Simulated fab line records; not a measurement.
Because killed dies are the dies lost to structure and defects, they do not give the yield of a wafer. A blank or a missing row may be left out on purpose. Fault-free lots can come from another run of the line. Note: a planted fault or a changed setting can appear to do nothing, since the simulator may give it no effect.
fab line records | flow n5Finfet
record: lots: 7 | wafers: 21 | lastDay: 17
route steps=1938 shown BEOL_M8@1338
lots that met no fault: from a run of the same line without faults
startH: hours from the record's first day to the start of the lot's first wafer shown | waitH: hours since the lot's step before | " same as the row above | L1.1+2: several wafers, shown together as one row | - either no value or no given start | * or withheld: withheld | < > ~ a bound
route shown NAME@n: NAME is a module with steps in the file, n the number in the route of the first one | usual: mean/standard deviation taken from wafers without a fault | same: alike in all rows | chamber/n: place in a boat | sites: the reading at each site | _std_site: the standard deviation of these | _edge_site: the outer-site mean with the inner-site mean subtracted | radiusMm: how far each site lies from the wafer's centre | mask NAME#n: copy n | behind: the most recent tool/chamber to have shaped the wafer | hold: reason for holding the lot/hours on hold/outcome of the hold | device: the n, p or np transistor that did not switch | end of line: tests run on the same wafers once the route is complete | a step without rows: its recipe alone | killed: dies that structure and defects cost at the first sort, which is not the same as the wafer's yield | map: dies across one wafer; x = killed, . = not, _ = none there
set.NAME: the setting that was run; set.NAME@STEP: the one run at that earlier step | model.NAME: the simulator's own value behind a step, which no gauge read
certain route steps with their lots: each step a table, each wafer a row
services: the hour from which a tool's chamber was out of use, counted from the record's first day as startH (under 0 if before that day), plus the number of hours and why
== steps ==
step: N5_BEOL_M8_COAT_60
recipe: resist: SiARC | tempC: 220 | timeS: 60 | spinRpm: 1500 | resistThkNm: 35
step: N5_BEOL_M8_COAT_05
recipe: resist: CAR-ArF | spinRpm: 1500 | resistThkNm: 90
step: N5_BEOL_M8_EBR_07
recipe: solvent: PGMEA | ebrWidthMm: 1.5
step: N5_BEOL_M8_SOFTBAKE_06
recipe: tempC: 110 | timeS: 60 | resist: CAR-ArF
step: N5_BEOL_M8_EXPOSE_08
recipe: maskId: M8 | na: 1.35 | sourceShape: dipole | sigmaInner: 0.817 | sigmaOuter: 0.97 | polarization: te | doseMj: 68.25
step: N5_BEOL_M8_PEB_09
recipe: pebTempC: withheld | pebTimeS: 60 | resist: CAR-ArF
step: N5_BEOL_M8_DEVELOP_10
recipe: developTimeS: 30 | developer: TMAH | resist: CAR-ArF | rinseLiquid: diw | dry: airSpin | devTempC: 23
step: N5_BEOL_M8_CD_MEAS_11
recipe: targetCdNm: 38.5 | landingEnergyEv: 500 | detector: seInlens | polarity: opening
usual: cdNm: 39.0/0.65
lot.wafer | tool     | chamber | startH | waitH | cdNm
L244.1    | cdSem-03 | 0       | 226.37 | -     | 39.4
L244.4    | "        | 0       | "      | "     | 38.6
L244.5    | "        | 0       | "      | "     | 38.5
L249.2    | cdSem-02 | 0       | 259.45 | -     | 39.0
L249.5    | "        | 0       | "      | "     | 40.0
L249.6    | "        | 0       | "      | "     | 39.0
L250.1    | cdSem-02 | 0       | 267.63 | -     | 39.8
L250.2    | "        | 0       | "      | "     | 39.6
L250.3    | "        | 0       | "      | "     | 39.2
L252.2    | cdSem-03 | 0       | 269.49 | -     | 38.1
L252.4    | "        | 0       | "      | "     | 38.7
L252.5    | "        | 0       | "      | "     | 38.5
L258.3    | cdSem-03 | 0       | 304.50 | -     | 38.6
L258.5    | "        | 0       | "      | "     | 39.1
L258.6    | "        | 0       | "      | "     | 39.7
L260.1    | cdSem-03 | 0       | 313.48 | -     | 38.6
L260.2    | "        | 0       | "      | "     | 38.4
L260.6    | "        | 0       | "      | "     | 38.2
L263.1    | cdSem-02 | 0       | 340.02 | -     | 38.8
L263.2    | "        | 0       | "      | "     | 37.9
L263.4    | "        | 0       | "      | "     | 39.2
step: N5_BEOL_M8_OVL_MEAS_12
recipe: pointsPerWafer: 44
usual: M8_OVL: -0.2/0.71
lot.wafer | tool       | chamber | startH | waitH | M8_OVL[nm]
L244.1    | overlay-02 | 0       | 226.40 | 0.0   | 0.4
L244.4    | "          | 0       | "      | "     | 0.4
L244.5    | "          | 0       | "      | "     | -0.6
L249.2    | overlay-02 | 0       | 259.48 | 0.0   | -0.4
L249.5    | "          | 0       | "      | "     | -0.6
L249.6    | "          | 0       | "      | "     | -0.8
L250.1    | overlay-01 | 0       | 267.66 | 0.0   | 0.4
L250.2    | "          | 0       | "      | "     | 0.6
L250.3    | "          | 0       | "      | "     | 0.6
L252.2    | overlay-01 | 0       | 269.52 | 0.0   | -1.0
L252.4    | "          | 0       | "      | "     | -0.9
L252.5    | "          | 0       | "      | "     | -1.7
L258.3    | overlay-02 | 0       | 304.53 | 0.0   | -0.3
L258.5    | "          | 0       | "      | "     | -0.4
L258.6    | "          | 0       | "      | "     | -0.3
L260.1    | overlay-01 | 0       | 313.51 | 0.0   | -0.5
L260.2    | "          | 0       | "      | "     | -0.4
L260.6    | "          | 0       | "      | "     | -0.4
L263.1    | overlay-01 | 0       | 340.05 | 0.0   | -1.7
L263.2    | "          | 0       | "      | "     | -1.7
L263.4    | "          | 0       | "      | "     | -1.6
step: N5_BEOL_M8_INSPECT_13
recipe: mode: adi | inspectInstrument: brightfield
usual: rawDefectCount: 400/100
lot.wafer | tool             | chamber | startH | waitH | rawDefectCount
L244.1    | defectInspect-01 | -       | 226.43 | 0.0   | 540
L244.4    | "                | -       | "      | "     | 417
L244.5    | "                | -       | "      | "     | 630
L249.2    | defectInspect-01 | -       | 259.50 | 0.0   | 427
L249.5    | "                | -       | "      | "     | 343
L249.6    | "                | -       | "      | "     | 308
L250.1    | defectInspect-01 | -       | 267.68 | 0.0   | 305
L250.2    | "                | -       | "      | "     | 382
L250.3    | "                | -       | "      | "     | 379
L252.2    | defectInspect-01 | -       | 269.55 | 0.0   | 315
L252.4    | "                | -       | "      | "     | 338
L252.5    | "                | -       | "      | "     | 298
L258.3    | defectInspect-02 | -       | 304.55 | 0.0   | 447
L258.5    | "                | -       | "      | "     | 459
L258.6    | "                | -       | "      | "     | 488
L260.1    | defectInspect-01 | -       | 313.53 | 0.0   | 331
L260.2    | "                | -       | "      | "     | 446
L260.6    | "                | -       | "      | "     | 431
L263.1    | defectInspect-02 | -       | 340.07 | 0.0   | 607
L263.2    | "                | -       | "      | "     | 443
L263.4    | "                | -       | "      | "     | 483
step: N5_BEOL_M8_DESCUM_16
recipe: chemistry: O2 | timeS: 7.9 | sourcePowerW: 50 | biasPowerW: 20 | pressureMtorr: 20 | rfFrequencyHz: 2.712e+07 | tempC: 40 | resist: CAR-ArF | o2FlowSccm: 225
usual: drypumpMotorCurrentA: 5.7/0.42 | oesProductAu: 0.83/0.061 | rfVppV: 243.6/1.3 | showerheadPlenumPTorr: 2.13/0.071 | throttleValvePct: 20.36/0.25
lot.wafer | tool       | chamber | startH | waitH | drypumpMotorCurrentA | oesProductAu | rfHoursCounterH | rfVppV | showerheadPlenumPTorr | throttleValvePct
L244.1    | rieDiel-06 | 1       | 226.46 | 0.0   | 6.1                  | 0.76         | 120             | 241.3  | 2.04                  | 20.54
L244.4    | "          | 2       | "      | "     | 5.1                  | 0.86         | 49              | 244.1  | 2.12                  | 19.98
L244.5    | "          | 0       | "      | "     | 6.2                  | 0.82         | -               | 245.8  | 2.23                  | 20.14
L249.2    | rieDiel-03 | 0       | 259.53 | 0.0   | 6.1                  | 0.80         | 124             | 242.7  | 2.09                  | 20.69
L249.5    | "          | 0       | "      | "     | 6.1                  | 0.81         | -               | 242.7  | 2.08                  | 20.65
L249.6    | "          | 1       | "      | "     | 5.6                  | 0.88         | -               | 245.7  | 2.25                  | 20.43
L250.1    | rieDiel-02 | 0       | 267.71 | 0.0   | 6.5                  | 0.87         | 61              | 242.0  | 2.03                  | 20.62
L250.2    | "          | 3       | "      | "     | 4.9                  | 0.78         | 122             | 241.9  | 2.12                  | 20.19
L250.3    | "          | 1       | "      | "     | 5.7                  | 0.92         | 17              | 243.8  | 2.12                  | 19.93
L252.2    | rieDiel-03 | 2       | 269.97 | 0.4   | 5.5                  | 0.86         | 67              | 244.8  | 2.21                  | 20.61
L252.4    | "          | 0       | "      | "     | 6.2                  | 0.79         | 128             | 241.8  | 2.08                  | 20.68
L252.5    | "          | 1       | "      | "     | 5.6                  | 0.86         | -               | 244.6  | 2.24                  | 20.45
L258.3    | rieDiel-03 | 2       | 304.59 | 0.0   | 5.5                  | 0.84         | 80              | 243.5  | 2.20                  | 20.63
L258.5    | "          | 1       | "      | "     | 5.7                  | 0.84         | -               | 244.8  | 2.24                  | 20.48
L258.6    | "          | 0       | "      | "     | 6.1                  | 0.78         | -               | 243.3  | 2.08                  | 20.71
L260.1    | rieDiel-03 | 2       | 313.77 | 0.2   | 5.5                  | 0.84         | 84              | 245.0  | 2.20                  | 20.63
L260.2    | "          | 3       | "      | "     | 5.6                  | 0.79         | 101             | 243.0  | 2.12                  | 20.38
L260.6    | "          | 3       | "      | "     | 5.6                  | 0.78         | -               | 243.6  | 2.12                  | 20.39
L263.1    | rieDiel-03 | 3       | 340.46 | 0.4   | 5.6                  | 0.78         | 112             | 243.0  | 2.11                  | 20.40
L263.2    | "          | 2       | "      | "     | 5.5                  | 0.81         | 94              | 244.6  | 2.20                  | 20.65
L263.4    | "          | 0       | "      | "     | 6.1                  | 0.77         | 156             | 243.1  | 2.07                  | 20.72
step: N5_BEOL_M8_ETCH_61
recipe: chemistry: CF4 | target: SiARC | targetDepthA: 455 | maskMaterial: CAR-ArF | timeS: 75.8 | ionEnergyEv: 80 | pressureMtorr: 40 | sourceW: 545 | biasW: 36 | Ar_flow_sccm: 100 | cf4FlowSccm: 100 | ends: cleared
usual: biasW: 35.99/0.099 | cf4FlowSccm: 100.0/0.32 | drypumpMotorCurrentA: 5.7/0.42 | etchRfOnTimeS: 74.4/2 | oesProductAu: 0.71/0.052 | rfVppV: 184.4/1.2 | showerheadPlenumPTorr: 2.17/0.063 | throttleValvePct: 15.49/0.26
lot.wafer | tool       | chamber | startH | waitH | biasW | cf4FlowSccm | drypumpMotorCurrentA | etchRfOnTimeS | oesProductAu | rfHoursCounterH | rfVppV | showerheadPlenumPTorr | throttleValvePct
L244.1    | rieDiel-06 | 1       | 226.50 | 0.0   | 35.97 | 100.5       | 6.1                  | 74.7          | 0.66         | 120             | 182.7  | 2.06                  | 15.60
L244.4    | "          | 2       | "      | "     | 36.04 | 99.8        | 5.1                  | 73.9          | 0.71         | 49              | 186.5  | 2.16                  | 15.14
L244.5    | "          | 0       | "      | "     | 35.79 | 100.1       | 6.2                  | 76.8          | 0.70         | -               | 185.9  | 2.24                  | 15.11
L249.2    | rieDiel-03 | 0       | 259.57 | 0.0   | 36.09 | 100.4       | 6.1                  | 77.8          | 0.67         | 124             | 183.4  | 2.15                  | 15.91
L249.5    | "          | 0       | "      | "     | 35.99 | 100.3       | 6.1                  | 77.4          | 0.67         | -               | 183.2  | 2.15                  | 15.91
L249.6    | "          | 1       | "      | "     | 36.06 | 99.9        | 5.7                  | 73.2          | 0.75         | -               | 186.7  | 2.26                  | 15.45
L250.1    | rieDiel-02 | 0       | 267.75 | 0.0   | 35.86 | 99.9        | 6.4                  | 75.2          | 0.74         | 61              | 182.6  | 2.10                  | 15.84
L250.2    | "          | 3       | "      | "     | 35.96 | 100.8       | 4.9                  | 75.9          | 0.66         | 122             | 184.9  | 2.16                  | 15.35
L250.3    | "          | 1       | "      | "     | 36.11 | 99.7        | 5.7                  | 75.6          | 0.77         | 17              | 183.3  | 2.18                  | 15.20
L252.2    | rieDiel-03 | 2       | 270.00 | 0.0   | 35.89 | 99.7        | 5.5                  | 72.8          | 0.74         | 67              | 185.4  | 2.25                  | 15.75
L252.4    | "          | 0       | "      | "     | 36.00 | 100.1       | 6.1                  | 76.8          | 0.67         | 128             | 183.9  | 2.15                  | 15.92
L252.5    | "          | 1       | "      | "     | 36.07 | 100.0       | 5.6                  | 73.0          | 0.75         | -               | 186.5  | 2.26                  | 15.46
L258.3    | rieDiel-03 | 2       | 304.62 | 0.0   | 36.09 | 100.6       | 5.5                  | 73.2          | 0.72         | 80              | 185.1  | 2.24                  | 15.77
L258.5    | "          | 1       | "      | "     | 35.95 | 99.7        | 5.6                  | 72.3          | 0.74         | -               | 186.5  | 2.25                  | 15.51
L258.6    | "          | 0       | "      | "     | 35.91 | 99.5        | 6.1                  | 77.1          | 0.66         | -               | 183.6  | 2.14                  | 15.94
L260.1    | rieDiel-03 | 2       | 313.81 | 0.0   | 35.91 | 99.7        | 5.5                  | 72.1          | 0.72         | 84              | 183.1  | 2.24                  | 15.78
L260.2    | "          | 3       | "      | "     | 36.01 | 100.1       | 5.7                  | 75.0          | 0.67         | 101             | 185.3  | 2.15                  | 15.41
L260.6    | "          | 3       | "      | "     | 36.20 | 100.0       | 5.6                  | 74.6          | 0.67         | -               | 185.3  | 2.15                  | 15.42
L263.1    | rieDiel-03 | 3       | 340.50 | 0.0   | 36.07 | 99.6        | 5.6                  | 75.6          | 0.66         | 112             | 182.9  | 2.15                  | 15.44
L263.2    | "          | 2       | "      | "     | 36.00 | 100.2       | 5.5                  | 73.2          | 0.71         | 94              | 185.3  | 2.24                  | 15.78
L263.4    | "          | 0       | "      | "     | 36.01 | 99.7        | 6.1                  | 77.4          | 0.64         | 156             | 185.0  | 2.14                  | 15.98
step: N5_BEOL_M8_ETCH_62
recipe: chemistry: N2/H2 | target: SOC | targetDepthA: 1100 | overetchA: 220 | maskMaterial: SiARC | tempC: 40 | timeS: 165 | ionEnergyEv: 200 | pressureMtorr: 30 | sourceW: 840 | biasW: 150 | n2FlowSccm: 200 | h2FlowSccm: 200
usual: biasW: 150.0/0.51 | chamberPressureMTorr: 30.000/0.026 | drypumpMotorCurrentA: 5.7/0.42 | oesProductAu: 0.70/0.046 | rfVppV: 525.0/2.4 | showerheadPlenumPTorr: 2.58/0.086 | throttleValvePct: 17.75/0.29
lot.wafer | tool       | chamber | startH | waitH | biasW | chamberPressureMTorr | drypumpMotorCurrentA | oesProductAu | rfHoursCounterH | rfVppV | showerheadPlenumPTorr | throttleValvePct | model.CAR-ArF_of_BEOL_M8_COAT_05.thkNm | model.SiARC_of_BEOL_M8_COAT_60.thkNm
L244.1    | rieDiel-06 | 1       | 226.55 | 0.0   | 149.7 | 30.062               | 6.1                  | 0.65         | 120             | 522.7  | 2.43                  | 17.70            | 0                                      | 28.2
L244.4    | "          | 2       | "      | "     | 150.1 | 30.049               | 5.1                  | 0.71         | 49              | 525.5  | 2.59                  | 17.51            | 0                                      | 28
L244.5    | "          | 0       | "      | "     | 150.4 | 30.007               | 6.2                  | 0.70         | -               | 527.1  | 2.70                  | 17.49            | 0                                      | 28.4
L249.2    | rieDiel-03 | 0       | 259.62 | 0.0   | -     | -                    | -                    | -            | -               | -      | -                     | -                | 51                                     | 35
L249.5    | "          | 0       | "      | "     | -     | -                    | -                    | -            | -               | -      | -                     | -                | 51.2                                   | 35
L249.6    | "          | 1       | "      | "     | -     | -                    | -                    | -            | -               | -      | -                     | -                | 50.8                                   | 35
L250.1    | rieDiel-02 | 0       | 267.80 | 0.0   | -     | -                    | -                    | -            | -               | -      | -                     | -                | 51                                     | 35
L250.2    | "          | 3       | "      | "     | -     | -                    | -                    | -            | -               | -      | -                     | -                | 50.8                                   | 35
L250.3    | "          | 1       | "      | "     | -     | -                    | -                    | -            | -               | -      | -                     | -                | 50.6                                   | 35
L252.2    | rieDiel-03 | 2       | 270.06 | 0.0   | -     | -                    | -                    | -            | -               | -      | -                     | -                | 50.4                                   | 35
L252.4    | "          | 0       | "      | "     | -     | -                    | -                    | -            | -               | -      | -                     | -                | 50.6                                   | 35
L252.5    | "          | 1       | "      | "     | -     | -                    | -                    | -            | -               | -      | -                     | -                | 50.8                                   | 35
L258.3    | rieDiel-03 | 2       | 304.68 | 0.0   | 150.4 | 29.988               | 5.5                  | 0.70         | 80              | 528.0  | 2.70                  | 18.18            | 0                                      | 28.4
L258.5    | "          | 1       | "      | "     | 149.7 | 29.987               | 5.6                  | 0.71         | -               | 529.5  | 2.68                  | 17.54            | 0                                      | 28.4
L258.6    | "          | 0       | "      | "     | 149.2 | 29.996               | 6.2                  | 0.67         | -               | 524.9  | 2.54                  | 18.28            | 0                                      | 28.6
L260.1    | rieDiel-03 | 2       | 313.87 | 0.0   | 150.7 | 29.976               | 5.5                  | 0.71         | 84              | 526.1  | 2.69                  | 18.18            | 0                                      | 27.8
L260.2    | "          | 3       | "      | "     | 149.5 | 29.987               | 5.6                  | 0.67         | 101             | 524.3  | 2.57                  | 17.80            | 0                                      | 27.6
L260.6    | "          | 3       | "      | "     | 149.7 | 30.018               | 5.7                  | 0.66         | -               | 525.5  | 2.57                  | 17.80            | 0                                      | 27.6
L263.1    | rieDiel-03 | 3       | 340.55 | 0.0   | 149.4 | 29.947               | 5.7                  | 0.66         | 112             | 524.2  | 2.56                  | 17.81            | 0                                      | 27.8
L263.2    | "          | 2       | "      | "     | 149.8 | 30.013               | 5.5                  | 0.69         | 94              | 528.5  | 2.69                  | 18.21            | 0                                      | 28.2
L263.4    | "          | 0       | "      | "     | 149.2 | 30.004               | 6.1                  | 0.65         | 156             | 524.7  | 2.54                  | 18.31            | 0                                      | 28.6
step: N5_BEOL_M8_STRIP_68
recipe: chemistry: N2/H2 | tempC: 40 | n2FlowSccm: 200 | h2FlowSccm: 200 | rfFrequencyHz: 6e+07
step: N5_BEOL_M8_STRIP_67
recipe: chemistry: CF4 | resist: SiARC | powerW: 300 | biasPowerW: 75 | pressureMtorr: 50 | cf4FlowSccm: 150 | rfFrequencyHz: 6e+07
usual: drypumpMotorCurrentA: 5.7/0.41 | oesProductAu: 0.82/0.054 | rfVppV: 271.8/1.6 | showerheadPlenumPTorr: 1.82/0.055 | throttleValvePct: 13.45/0.25
lot.wafer | tool       | chamber | startH | waitH | drypumpMotorCurrentA | oesProductAu | rfHoursCounterH | rfVppV | showerheadPlenumPTorr | throttleValvePct
L244.1    | rieDiel-06 | 1       | 226.70 | 0.0   | 6.1                  | 0.77         | 120             | 267.8  | 1.73                  | 13.58
L244.4    | "          | 2       | "      | "     | 5.1                  | 0.83         | 49              | 272.5  | 1.80                  | 13.08
L244.5    | "          | 0       | "      | "     | 6.2                  | 0.83         | -               | 274.4  | 1.87                  | 13.09
L249.2    | rieDiel-03 | 0       | 259.77 | 0.0   | 6.1                  | 0.80         | 124             | 271.9  | 1.79                  | 13.83
L249.5    | "          | 0       | "      | "     | 6.2                  | 0.80         | -               | 271.1  | 1.79                  | 13.80
L249.6    | "          | 1       | "      | "     | 5.7                  | 0.87         | -               | 273.4  | 1.90                  | 13.46
L250.1    | rieDiel-02 | 0       | 267.95 | 0.0   | 6.4                  | 0.87         | 61              | 269.2  | 1.77                  | 13.78
L250.2    | "          | 3       | "      | "     | 4.9                  | 0.77         | 122             | 271.6  | 1.80                  | 13.29
L250.3    | "          | 1       | "      | "     | 5.7                  | 0.91         | 17              | 272.3  | 1.83                  | 13.19
L252.2    | rieDiel-03 | 2       | 270.20 | 0.0   | 5.5                  | 0.85         | 67              | 274.3  | 1.89                  | 13.69
L252.4    | "          | 0       | "      | "     | 6.1                  | 0.79         | 128             | 272.4  | 1.79                  | 13.83
L252.5    | "          | 1       | "      | "     | 5.6                  | 0.86         | -               | 273.9  | 1.90                  | 13.50
L258.3    | rieDiel-03 | 2       | 304.82 | 0.0   | 5.5                  | 0.83         | 80              | 273.4  | 1.88                  | 13.71
L258.5    | "          | 1       | "      | "     | 5.7                  | 0.83         | -               | 272.6  | 1.90                  | 13.54
L258.6    | "          | 0       | "      | "     | 6.1                  | 0.78         | -               | 270.7  | 1.78                  | 13.86
L260.1    | rieDiel-03 | 2       | 314.01 | 0.0   | 5.5                  | 0.83         | 84              | 272.3  | 1.88                  | 13.73
L260.2    | "          | 3       | "      | "     | 5.6                  | 0.78         | 101             | 271.1  | 1.80                  | 13.37
L260.6    | "          | 3       | "      | "     | 5.6                  | 0.78         | -               | 271.3  | 1.80                  | 13.36
L263.1    | rieDiel-03 | 3       | 340.70 | 0.0   | 5.6                  | 0.77         | 112             | 272.8  | 1.79                  | 13.39
L263.2    | "          | 2       | "      | "     | 5.5                  | 0.82         | 94              | 272.2  | 1.88                  | 13.75
L263.4    | "          | 0       | "      | "     | 6.1                  | 0.77         | 156             | 271.6  | 1.78                  | 13.89
step: N5_BEOL_M8_HM_OPEN_17
recipe: chemistry: Cl2/BCl3 | targetDepthA: 200 | overetchA: 60 | target: TiN | maskMaterial: SOC | ionEnergyEv: 150 | pressureMtorr: 10 | icpW: 1000 | biasW: 126 | Cl2_flow_sccm: 53.25 | bcl3FlowSccm: 21.75 | Ar_flow_sccm: 25
usual: drypumpMotorCurrentA: 5.64/0.22 | oesProductAu: 0.64/0.076 | throttleValvePct: 22.16/0.11
lot.wafer | tool        | chamber | startH | waitH | drypumpMotorCurrentA | oesProductAu | rfHoursCounterH | throttleValvePct
L244.1    | rieMetal-02 | 0       | 226.74 | 0.0   | 5.60                 | 0.66         | 39              | 22.18
L244.4    | "           | 0       | "      | "     | 5.58                 | 0.66         | -               | 22.20
L244.5    | "           | 0       | "      | "     | 5.58                 | 0.67         | -               | 22.17
L249.2    | rieMetal-01 | 0       | 259.81 | 0.0   | 6.00                 | 0.26         | 78              | 22.86
L249.5    | "           | 0       | "      | "     | 5.99                 | 0.26         | -               | 22.87
L249.6    | "           | 1       | "      | "     | 5.65                 | 0.35         | -               | 22.93
L250.1    | rieMetal-02 | 0       | 267.99 | 0.0   | 5.56                 | 0.29         | 43              | 22.84
L250.2    | "           | 1       | "      | "     | 5.52                 | 0.24         | 116             | 22.69
L250.3    | "           | 0       | "      | "     | 5.57                 | 0.30         | -               | 22.84
L252.2    | rieMetal-02 | 0       | 270.25 | 0.0   | 5.56                 | 0.29         | 43              | 22.83
L252.4    | "           | 0       | "      | "     | 5.56                 | 0.29         | -               | 22.85
L252.5    | "           | 0       | "      | "     | 5.55                 | 0.29         | -               | 22.82
L258.3    | rieMetal-02 | 0       | 304.93 | 0.1   | 5.58                 | 0.65         | -               | 22.18
L258.5    | "           | 0       | "      | "     | 5.56                 | 0.65         | -               | 22.18
L258.6    | "           | 0       | "      | "     | 5.59                 | 0.65         | -               | 22.18
L260.1    | rieMetal-01 | 0       | 314.05 | 0.0   | 6.02                 | 0.58         | 83              | 22.23
L260.2    | "           | 1       | "      | "     | 5.66                 | 0.76         | 6               | 22.27
L260.6    | "           | 0       | "      | "     | 6.04                 | 0.58         | -               | 22.23
L263.1    | rieMetal-02 | 1       | 340.74 | 0.0   | 5.52                 | 0.80         | 1               | 21.75
L263.2    | "           | 0       | "      | "     | 5.56                 | 0.63         | 51              | 22.19
L263.4    | "           | 1       | "      | "     | 5.54                 | 0.81         | -               | 21.74
step: N5_BEOL_M8_STRIP_19
recipe: chemistry: O2 | powerW: 400 | tempC: 40 | pressureMtorr: 30 | rfFrequencyHz: 6e+07 | biasPowerW: 0 | overashFraction: 0.2 | o2FlowSccm: 225
usual: drypumpMotorCurrentA: 5.7/0.42 | oesProductAu: 0.83/0.055 | rfVppV: 3.6/0.59 | showerheadPlenumPTorr: 2.14/0.071 | throttleValvePct: 16.61/0.22
lot.wafer | tool       | chamber | startH | waitH | drypumpMotorCurrentA | oesProductAu | rfHoursCounterH | rfVppV | showerheadPlenumPTorr | throttleValvePct
L244.1    | rieDiel-03 | 0       | 226.96 | 0.2   | 6.2                  | 0.82         | 113             | 3.1    | 2.09                  | 16.87
L244.4    | "          | 2       | "      | "     | 5.5                  | 0.86         | 53              | 3.7    | 2.22                  | 16.80
L244.5    | "          | 3       | "      | "     | 5.6                  | 0.83         | -               | 4.9    | 2.13                  | 16.52
L249.2    | rieDiel-02 | 0       | 260.00 | 0.2   | 6.5                  | 0.88         | 59              | 3.2    | 2.03                  | 16.80
L249.5    | "          | 0       | "      | "     | 6.5                  | 0.89         | -               | 3.1    | 2.03                  | 16.78
L249.6    | "          | 3       | "      | "     | 4.9                  | 0.78         | -               | 3.9    | 2.12                  | 16.44
L250.1    | rieDiel-06 | 1       | 268.10 | 0.1   | 6.1                  | 0.75         | 134             | 2.9    | 2.04                  | 16.80
L250.2    | "          | 2       | "      | "     | 5.1                  | 0.85         | 61              | 3.6    | 2.13                  | 16.27
L250.3    | "          | 0       | "      | "     | 6.2                  | 0.81         | 87              | 3.7    | 2.22                  | 16.37
L252.2    | rieDiel-03 | 0       | 270.48 | 0.2   | 6.1                  | 0.79         | 128             | 2.9    | 2.09                  | 16.91
L252.4    | "          | 3       | "      | "     | 5.7                  | 0.80         | 85              | 3.3    | 2.13                  | 16.54
L252.5    | "          | 1       | "      | "     | 5.7                  | 0.86         | -               | 3.6    | 2.25                  | 16.66
L258.3    | rieDiel-03 | 0       | 305.07 | 0.1   | 6.1                  | 0.78         | 142             | 3.6    | 2.08                  | 16.95
L258.5    | "          | 3       | "      | "     | 5.6                  | 0.79         | -               | 2.7    | 2.12                  | 16.57
L258.6    | "          | 2       | "      | "     | 5.5                  | 0.83         | -               | 3.1    | 2.21                  | 16.84
L260.1    | rieDiel-02 | 2       | 314.18 | 0.1   | 5.6                  | 0.91         | 25              | 3.3    | 2.06                  | 16.44
L260.2    | "          | 0       | "      | "     | 6.5                  | 0.85         | 78              | 3.1    | 2.03                  | 16.83
L260.6    | "          | 0       | "      | "     | 6.5                  | 0.86         | -               | 3.2    | 2.03                  | 16.82
L263.1    | rieDiel-06 | 2       | 341.01 | 0.2   | 5.1                  | 0.81         | 87              | 2.7    | 2.12                  | 16.33
L263.2    | "          | 0       | "      | "     | 6.2                  | 0.78         | 113             | 4.0    | 2.21                  | 16.42
L263.4    | "          | 3       | "      | "     | 5.7                  | 0.78         | 130             | 3.5    | 2.17                  | 16.45
step: N5_BEOL_M8_CD_MEAS_18
recipe: pitchNm: 80 | targetCdNm: 40
usual: cdNm: 40.7/0.7
lot.wafer | tool     | chamber | startH | waitH | cdNm
L244.1    | cdSem-01 | -       | 227.03 | 0.0   | 41.0
L244.4    | "        | -       | "      | "     | 40.1
L244.5    | "        | -       | "      | "     | 40.3
L249.2    | cdSem-02 | -       | 260.07 | 0.1   | -
L249.5    | "        | -       | "      | "     | -
L249.6    | "        | -       | "      | "     | -
L250.1    | cdSem-03 | -       | 268.17 | 0.0   | -
L250.2    | "        | -       | "      | "     | -
L250.3    | "        | -       | "      | "     | -
L252.2    | cdSem-01 | -       | 270.55 | 0.1   | -
L252.4    | "        | -       | "      | "     | -
L252.5    | "        | -       | "      | "     | -
L258.3    | cdSem-01 | -       | 305.14 | 0.1   | 40.3
L258.5    | "        | -       | "      | "     | 40.5
L258.6    | "        | -       | "      | "     | 41.1
L260.1    | cdSem-01 | -       | 314.24 | 0.0   | 40.0
L260.2    | "        | -       | "      | "     | 40.4
L260.6    | "        | -       | "      | "     | 40.1
L263.1    | cdSem-03 | -       | 341.08 | 0.0   | 40.4
L263.2    | "        | -       | "      | "     | 39.9
L263.4    | "        | -       | "      | "     | 40.4
step: N5_BEOL_M8_COAT_63
recipe: resist: SOC | tempC: 250 | timeS: 60 | spinRpm: 1500 | resistThkNm: 60
== services ==
tool        | chamber | startH | hours | kind
rieDiel-03  | -       | 207.12 | 0.4   | repair
rieDiel-02  | 2       | 220.79 | 6.6   | repair
rieDiel-02  | 3       | 222.10 | 1.4   | repair
rieDiel-02  | 2       | 227.67 | -     | clean
rieDiel-02  | 2       | 227.67 | -     | consumableReplace:focusRing
rieDiel-02  | 2       | 227.67 | 19.5  | scheduledDown
rieDiel-02  | 2       | 227.67 | 19.5  | ventCycle
rieMetal-01 | 1       | 228.29 | -     | clean
rieMetal-01 | 1       | 228.29 | 16.9  | scheduledDown
rieMetal-01 | 1       | 228.29 | 16.9  | ventCycle
rieDiel-03  | 2       | 246.73 | 2.6   | repair
rieMetal-01 | -       | 255.61 | 1.0   | repair
rieMetal-02 | 1       | 290.19 | -     | clean
rieMetal-02 | 1       | 290.19 | 33.3  | scheduledDown
rieMetal-02 | 1       | 290.19 | 33.3  | ventCycle
rieDiel-06  | -       | 307.32 | 2.8   | pm
rieDiel-02  | -       | 329.88 | 24.2  | repair
== key ==
firstSign: step: N5_BEOL_M8_ETCH_62 | reading: toolRecord | direction: missing
effect: step: N5_BEOL_M8_HM_OPEN_17 | reading: oesProductAu | direction: down | sigmas: 4.6 | usual: 0.64 | struck: 0.28
effect: step: N5_BEOL_M8_CD_MEAS_18 | reading: cdNm | direction: missing
modelEffect: step: N5_BEOL_M8_ETCH_62 | value: CAR-ArF_of_BEOL_M8_COAT_05.thkNm | without: 0 | struck: 50.8
metAt N5_BEOL_M8_ETCH_62
struckWafers L249.2,L249.5,L249.6,L250.1,L250.2,L250.3,L252.2,L252.4,L252.5
laterRowsLeftOut L249.2,L249.5,L249.6,L250.1,L250.2,L250.3,L252.2,L252.4,L252.5
sortLeftOut L249.2,L249.5,L249.6,L250.1,L250.2,L250.3,L252.2,L252.4,L252.5
fault: kind: skippedStepWhole | tool: rieDiel-02,rieDiel-03 | chamber: - | onsetH: 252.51 | steps: N5_BEOL_M8_ETCH_62 | scope: struckLotsOnly
sortLeftOut: the simulated sort isn't trusted on such a fault, so these wafers' sort isn't shown, and their yield isn't known
laterRowsLeftOut: the simulator's readings of these wafers behind a module that went badly wrong aren't trusted and aren't shown, but for the sort
